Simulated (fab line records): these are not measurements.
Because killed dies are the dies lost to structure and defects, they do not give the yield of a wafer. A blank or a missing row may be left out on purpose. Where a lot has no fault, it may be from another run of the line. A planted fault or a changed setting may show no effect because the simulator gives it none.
The tool behind it: which one?    flow n5Finfet    10 lots, 30 wafers sampled, at 3 steps of a route of 1938

## WHAT THE GAUGES SHOWED, per wafer
N5_BEOL_M6_CD_MEAS_18: pitch 80 nm, target cd 40 nm. Usual: 40.2 nm for cdNm, sd 0.6.
lot   measured      on        cdNm (nm)       flag
L913  day 8 12:40   cdSem-01  40.0 41.0 40.2  
L914  day 9 06:02   cdSem-02  40.1 40.5 41.0  
L919  day 10 22:28  cdSem-01  39.3 40.1 40.1  
L924  day 11 13:37  cdSem-03  39.2 41.2 40.3  
L926  day 12 08:20  cdSem-01  40.1 40.6 40.9  
L927  day 12 12:01  cdSem-02  40.7 40.0 40.1  
L930  day 13 00:50  cdSem-03  40.1 39.0 39.7  
L931  day 13 12:14  cdSem-01  39.2 39.5 40.5  
L933  day 13 12:59  cdSem-01  39.6 39.1 39.8  
L936  day 14 14:37  cdSem-03  40.7 40.4 40.4  

N5_BEOL_M6_INSPECT_30: inspects for defects (brightfield). Usual: 427 for rawDefectCount, sd 100.
lot   measured      on                rawDefectCount  flag
L913  day 8 13:14   defectInspect-01  330 345 285     
L914  day 9 06:34   defectInspect-01  380 427 309     
L919  day 10 22:59  defectInspect-01  415 1786 430    OFF
L924  day 11 14:21  defectInspect-02  321 1702 438    OFF
L926  day 12 10:50  defectInspect-02  450 487 708     
L927  day 12 12:26  defectInspect-02  565 404 685     
L930  day 13 01:21  defectInspect-01  268 298 346     
L931  day 13 12:51  defectInspect-01  362 312 522     
L933  day 13 15:39  defectInspect-01  249 291 395     
L936  day 14 15:01  defectInspect-02  451 341 486     

## WHICH TOOL RAN EACH LOT (tool, then ch and the chambers of the sampled wafers, then the start)
lot   N5_BEOL_M6_STRIP_67
L913  rieDiel-05 ch 0,3, day 8 12:26
L914  rieDiel-05 ch 0,1,3, day 9 05:49
L919  rieDiel-04 ch 0,1,2, day 10 22:11
L924  rieDiel-04 ch 0,2,3, day 11 13:24
L926  rieDiel-05 ch 0,2,3, day 12 08:07
L927  rieDiel-05 ch 1,3, day 12 11:40
L930  rieDiel-05 ch 1,2,3, day 13 00:37
L931  rieDiel-02 ch 0,1,2, day 13 12:01
L933  rieDiel-05 ch 0,1,3, day 13 12:44
L936  rieDiel-05 ch 0,1,3, day 14 14:23
- N5_BEOL_M6_STRIP_67: strips in CF4.

## WHAT THE TOOLS THEMSELVES READ (means of the sampled wafers that have a number; where no wafer has one, the mark that the record gives instead)
N5_BEOL_M6_STRIP_67. Usual: drypumpMotorCurrentA 5.6 A, standard deviation 0.33; oesProductAu 0.79 a.u., standard deviation 0.084; powerW 300.0 W, standard deviation 0.85; rfVppV 271.5 V, standard deviation 1.5; showerheadPlenumPTorr 1.81 Torr, standard deviation 0.056; throttleValvePct 13.48 %, standard deviation 0.19.
lot   tool        drypumpMotorCurrentA (A)  oesProductAu (a.u.)  powerW (W)  rfVppV (V)  showerheadPlenumPTorr (Torr)  throttleValvePct (%)  flag
L913  rieDiel-05  5.6                       0.81                 300.2       271.7       1.87                          13.54                 
L914  rieDiel-05  5.6                       0.84                 299.8       272.5       1.83                          13.52                 
L919  rieDiel-04  5.7                       0.78                 299.2       272.0       1.79                          13.46                 
L924  rieDiel-04  5.5                       0.77                 300.2       272.3       1.83                          13.54                 
L926  rieDiel-05  5.7                       0.73                 299.8       272.1       1.84                          13.56                 
L927  rieDiel-05  5.5                       0.83                 300.9       270.8       1.77                          13.54                 
L930  rieDiel-05  5.6                       0.75                 300.6       271.1       1.80                          13.52                 
L931  rieDiel-02  5.8                       0.78                 300.3       270.4       1.78                          13.54                 
L933  rieDiel-05  5.6                       0.79                 299.8       271.6       1.82                          13.59                 
L936  rieDiel-05  5.6                       0.88                 299.9       270.9       1.82                          13.42                 

## THE ANSWER, worked out from the rows above alone
Rule: lot off if the mean of its wafers having a number is beyond 3 standard deviations from the usual mean. A lot without any number at a reading at which 4 lots or more have one is off too. All remaining lots with rows at the step are treated as sound. The gauges are gone through in route order, then the tools' own readings, and for those a lot's mean is taken as printed above. At the first step where some lot is off, the reading lying furthest off is the one used; lots without a number count as furthest.
Off: L919, L924 (N5_BEOL_M6_INSPECT_30, rawDefectCount).
A tool fits if, at a process step before that reading, it ran every lot that is off, and no sound lot after the first of them. Those tools and the gauges at N5_BEOL_M6_INSPECT_30 are tried in the same way. One candidate fits, namely rieDiel-04 at N5_BEOL_M6_STRIP_67. It ran no sound lot before its first lot that is off in this sample, so the start can't be narrowed down.

## WHAT THE SIMULATOR HAD PUT IN
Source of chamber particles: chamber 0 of rieDiel-04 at N5_BEOL_M6_STRIP_67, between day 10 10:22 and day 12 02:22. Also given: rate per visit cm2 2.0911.
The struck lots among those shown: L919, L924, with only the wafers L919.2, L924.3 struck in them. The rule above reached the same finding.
